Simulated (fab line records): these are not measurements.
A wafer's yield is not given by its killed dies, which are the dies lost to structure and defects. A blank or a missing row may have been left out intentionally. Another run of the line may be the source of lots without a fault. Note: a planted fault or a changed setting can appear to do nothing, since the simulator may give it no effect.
Chamber matching ; flow n5-finfet ; N5_GATE_CUT_HM_OPEN_40 on rie-diel-06 has 4 sister chambers
The step chemistry C4F6/O2, target SiO2, target depth 139 nm, time 85.1 s. 8 wafers are shown with their chamber, then 10 later ones without.

## EACH WAFER AND ITS CHAMBER
wafer;chamber;showerhead-plenum-p-Torr (Torr);throttle-valve-pct (%)
L078.5;0;2.95;20.60
L079.1;2;2.89;21.18
L081.5;1;2.63;20.88
L083.1;3;2.98;20.96
L083.5;2;2.89;21.19
L083.6;3;2.98;20.97
L084.1;0;2.94;20.61
L084.3;1;2.63;20.90

## WAFERS MISSING THEIR CHAMBER
wafer;showerhead-plenum-p-Torr (Torr);throttle-valve-pct (%)
L084.6;2.89;21.18
L088.1;2.97;20.96
L088.2;2.63;20.90
L088.5;2.88;21.20
L089.1;2.88;21.21
L089.3;2.94;20.65
L089.4;2.62;20.92
L094.1;2.88;21.22
L094.5;2.93;20.65
L094.6;2.62;20.93

## WHICH CHAMBER EACH WENT THROUGH
wafer;from the rows above;in truth
L084.6;2;2
L088.1;3;3
L088.2;1;1
L088.5;2;2
L089.1;2;2
L089.3;0;0
L089.4;1;1
L094.1;2;2
L094.5;0;0
L094.6;1;1
Placed correctly: 10 of 10. Number that these rows cannot place: 0. Placed wrongly: 0.
How it was worked out, from the rows above alone: a wafer's distance from a chamber is the root of the sum, over the readings, of the square of ((its reading less the chamber's mean) divided by the reading's scatter). If the next closest chamber is less than 2 further off than the closest, the wafer can't be placed; otherwise it belongs to the closest. For every chamber, the mean is computed from those of its wafers that are shown. The scatter: the root of (the sum of the squares of (reading less its chamber's mean) over the shown wafers, divided by (wafers less chambers)).
